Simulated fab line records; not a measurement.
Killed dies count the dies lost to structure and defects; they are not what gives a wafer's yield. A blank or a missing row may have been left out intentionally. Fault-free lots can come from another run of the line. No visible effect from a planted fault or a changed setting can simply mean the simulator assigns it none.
Code-filled problem report in 8D (eight disciplines) form    flow nand-harc    the parts of the form that need people (team, actions taken, sign-off) are left out

1. WHAT WENT WRONG
Mean of cd-nm at NHARC_A_M0_CD_MEAS_09: 76.4 nm across 6 wafers in 2 lots; on wafers with no fault it is 80.1 nm (standard deviation 0.61). Relative to the usual mean, that is a shift of -6.0 standard deviations.
The step: target cd 80 nm.
First observed at day 20 09:55: wafer L177.3, on cd-sem-01. At this step, 33 wafers from 11 lots have a number in the record. Rule for "out", or "out of limits": more than 4 standard deviations from the usual mean. The other wafers with a number count as sound.

2. WHAT THIS IS AND IS NOT
question                     is                      is not
which readings at this step  cd-nm                   -
which lots                   L177, L179              L165, L167, L168, L170, L175, L176, L184, L185, L186
which wafers of those lots   all that have a number  -
read on which gauges         cd-sem-01, cd-sem-02    cd-sem-03
when                         from day 20 09:55       up to then (15 sound wafers); but 12 sound wafers of L175, L184, L185, L186 came after

3. SUSPECTS, AND WHAT RULES EACH OUT
Counting: any tool at a process step up to the reading is kept as a suspect provided that every lot that is out went through it and no sound lot did after the first of them.
- the gauge at NHARC_A_M0_CD_MEAS_09 is ruled out. 2 gauges (cd-sem-01, cd-sem-02) read the wafers that are out.
- arfi-scanner-02 at NHARC_A_M0_EXPOSE_06 (exposes mask A M0, target cd 80 nm): kept. It processed each lot that is out, first L177 at day 20 09:47, and no sound lot thereafter; up to then, the last sound lot it processed was L176 at day 20 07:13. Its own readings are out on those wafers: exposure-dose-mJ-cm2.
After counting, what remains is arfi-scanner-02 at NHARC_A_M0_EXPOSE_06.

4. THE CAUSE (what the simulator had put in)
Process parameters drifting: arfi-scanner-02 at NHARC_A_M0_EXPOSE_06, beginning at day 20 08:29. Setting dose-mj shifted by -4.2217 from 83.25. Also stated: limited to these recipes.
This tool alone remained once counting was done.

5. THE EFFECT CHAIN, in route order
Rows list readings where the struck wafers' mean (over those with a number) sits beyond 3 standard deviations from the usual. Readings are gone through only where the record gives a usual standard deviation; hours: the median, over the lots, of the time from a lot's start at the first step in this table giving one to that lot's start at this step; sigmas: the change measured in usual standard deviations.
hours  step                   reading               usual    on struck wafers  change  sigmas
0      NHARC_A_M0_EXPOSE_06   exposure-dose-mJ-cm2  83.26    79.48             -3.78   -45
0      NHARC_A_M0_CD_MEAS_09  cd-nm                 80.1 nm  76.4              -3.7    -6.0
1      NHARC_A_M0_CD_MEAS_16  cd-nm                 80.0 nm  76.7              -3.3    -4.1
It contains these process steps:
- NHARC_A_M0_EXPOSE_06: exposes mask A M0, target cd 80 nm.
Later steps that measure or inspect, where all struck wafers having a row at the step show a number for every such reading and not one has moved that far: NHARC_END_SORT_01.

6. HOW IT WOULD HAVE BEEN CAUGHT EARLIER
In this record the first reading out of limits at a measuring or inspecting step was taken at day 20 09:55, 1 hour after the fault began at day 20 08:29.
The tool's own readings at NHARC_A_M0_EXPOSE_06 were out on every struck wafer that the step has a row for (exposure-dose-mJ-cm2): an alarm limit on them would have fired on the first of those.
Of the lots that are out (2), L179 began NHARC_A_M0_EXPOSE_06 on arfi-scanner-02 after day 20 09:55. Had the tool been put on hold then, it would have been spared.
